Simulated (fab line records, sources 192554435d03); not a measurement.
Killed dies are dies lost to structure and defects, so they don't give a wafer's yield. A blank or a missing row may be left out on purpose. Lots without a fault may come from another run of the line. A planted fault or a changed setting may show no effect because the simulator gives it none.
Chamber matching | flow n5_finfet | N5_BEOL_M2_ETCH_69 on rie_diel-05: 4 sister chambers
The step etches SiARC in CF4, target depth 15.6 nm, time 26 s. 16 wafers are shown with their chamber, then 8 later ones without.

WAFERS WITH THEIR CHAMBER
wafer  | chamber | showerhead_plenum_p_Torr (Torr) | throttle_valve_pct (%) | oes_product_au (a.u.)
L074.3 | 0       | 2.11                            | 15.69                  | 0.60
L074.4 | 2       | 2.23                            | 15.64                  | 0.62
L074.5 | 2       | 2.23                            | 15.64                  | 0.61
L076.1 | 0       | 2.10                            | 15.70                  | 0.59
L076.2 | 2       | 2.23                            | 15.65                  | 0.60
L076.3 | 1       | 2.25                            | 15.34                  | 0.73
L076.4 | 3       | 2.11                            | 15.46                  | 0.74
L076.5 | 3       | 2.11                            | 15.44                  | 0.74
L076.6 | 0       | 2.10                            | 15.71                  | 0.60
L079.1 | 3       | 2.11                            | 15.45                  | 0.73
L079.5 | 2       | 2.22                            | 15.67                  | 0.61
L079.6 | 1       | 2.25                            | 15.35                  | 0.73
L081.2 | 0       | 2.10                            | 15.73                  | 0.59
L081.4 | 2       | 2.22                            | 15.65                  | 0.60
L081.6 | 3       | 2.11                            | 15.45                  | 0.74
L085.2 | 3       | 2.10                            | 15.48                  | 0.71

SIGNATURES (means of the wafers above)
reading                  | chamber 0 | chamber 1 | chamber 2 | chamber 3 | scatter within a chamber
showerhead_plenum_p_Torr | 2.1025    | 2.2500    | 2.2260    | 2.1080    | 0.00479
throttle_valve_pct       | 15.7075   | 15.3450   | 15.6500   | 15.4560   | 0.0143
oes_product_au           | 0.5950    | 0.7300    | 0.6080    | 0.7320    | 0.0094
Rule: a wafer's distance from a chamber is the root of the sum, over the readings, of the square of ((its reading less the chamber's mean) divided by the reading's scatter). The wafer belongs to the nearest chamber; if the next one is less than 2 further off, it can't be placed. The scatter: the root of (the sum of the squares of (reading less its chamber's mean) over the shown wafers, divided by (wafers less chambers)).

WAFERS WITHOUT THEIR CHAMBER
wafer  | showerhead_plenum_p_Torr (Torr) | throttle_valve_pct (%) | oes_product_au (a.u.)
L085.4 | 2.22                            | 15.67                  | 0.60
L085.5 | 2.10                            | 15.46                  | 0.71
L086.3 | 2.10                            | 15.75                  | 0.59
L086.4 | 2.22                            | 15.68                  | 0.60
L086.5 | 2.10                            | 15.74                  | 0.59
L092.1 | 2.09                            | 15.76                  | 0.58
L092.4 | 2.24                            | 15.37                  | 0.71
L092.5 | 2.24                            | 15.37                  | 0.71

WHICH CHAMBER EACH WENT THROUGH
wafer  | from the rows above | in truth
L085.4 | 2                   | 2
L085.5 | 3                   | 3
L086.3 | 0                   | 0
L086.4 | 2                   | 2
L086.5 | 0                   | 0
L092.1 | 0                   | 0
L092.4 | 1                   | 1
L092.5 | 1                   | 1
Placed correctly: 8 of 8. Can't be placed from these rows: 0. Placed wrongly: 0.
